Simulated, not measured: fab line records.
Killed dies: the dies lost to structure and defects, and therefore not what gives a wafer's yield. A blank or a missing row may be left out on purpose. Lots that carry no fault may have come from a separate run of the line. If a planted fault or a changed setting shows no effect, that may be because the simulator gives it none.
Struck lot and sound lot, side by side    flow nand_harc    12 steps out of a route of 1159
Sound: these wafers, L696.2, L696.4, L696.5. Struck: wafers L705.3, L705.5, L705.6. The cause is named last.
At each step with rows: each side's tool, then ch and its chambers, then its first start. Under that, the readings that differ: sound wafers    struck wafers    difference of the means    sigmas: that difference in standard deviations of wafers without a fault.
alike: readings whose means differ by less than 2 such deviations, and words and numbers that are the same on both sides. not compared: withheld readings, readings that some wafer has no value for, bounds like >300 that may hide the same value, and numbers for which the record gives no deviation and whose values overlap.
Wherever a step has rows on one side only, a row that says differs or no value, or a row with sigmas, the two part there. Non-overlapping numbers with no deviation appear without sigmas and do not part them. Lack of a reading on every wafer of one side parts them only where that side has two or more wafers.

NHARC_A_WL_FILL_INSPECT_15:
  sound on defect_inspect-02 at day 18 05:17; struck on defect_inspect-01 at day 19 21:28
  alike: raw_defect_count
NHARC_A_CONTACT_DEP_24: deposits SiO2, target thk 500 nm.
  sound on pecvd-04 ch 0,1,2, day 18 05:21; struck on pecvd-03 ch 0,1,2, day 19 21:36
  alike: heater_power_w, mfc_precursor_sccm, showerhead_vpp_V, throttle_valve_pct
  not compared: since_wet_clean_h
NHARC_A_CONTACT_DEP_28: deposits aC, target thk 3600 nm.
  sound on acl_dep-03 ch 0, day 18 09:41; struck on acl_dep-03 ch 0, day 19 22:53
  alike: throttle_valve_pct
NHARC_A_CONTACT_DEP_29: deposits SiON, target thk 70 nm.
  sound on pecvd-04 ch 0,1, day 18 11:34; struck on pecvd-04 ch 0,1, day 20 00:28
  alike: heater_power_w, showerhead_vpp_V
  not compared: since_wet_clean_h
then, 5 steps without rows for these wafers: NHARC_A_CONTACT_DEHYDRATE_32 (time 120 s); NHARC_A_CONTACT_HMDS_33 (time 30 s); NHARC_A_CONTACT_COAT_34 (time 75 s); NHARC_A_CONTACT_COAT_35 (time 65 s); NHARC_A_CONTACT_COAT_36 (resist thk 90 nm).
NHARC_A_CONTACT_SOFTBAKE_37: time 55 s.
  sound on litho_track-01 ch 0, day 18 11:00; struck on litho_track-01 ch 0, day 20 00:00
reading                   sound                 struck                difference  sigmas
heater_power_total_W (W)  188.50 188.30 188.35  185.45 185.63 185.31  -2.92       -22
plate_temp_C (C)          104.97 104.91 105.21  103.54 103.75 103.72  -1.36       -10
  alike: resist_line_temp_C
next, for these wafers, 1 step has no rows: NHARC_A_CONTACT_EBR_38.
NHARC_END_SORT_01:
  the record has rows for the sound wafers here (prober-01 ch 0, day 21 13:51) and none for the struck ones

WHERE THEY PART
Last at NHARC_END_SORT_01 as far as this record goes, first at NHARC_A_CONTACT_SOFTBAKE_37.

WHY: the cause the simulator had injected
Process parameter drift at NHARC_A_CONTACT_SOFTBAKE_37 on litho_track-01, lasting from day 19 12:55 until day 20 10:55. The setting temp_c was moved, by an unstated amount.
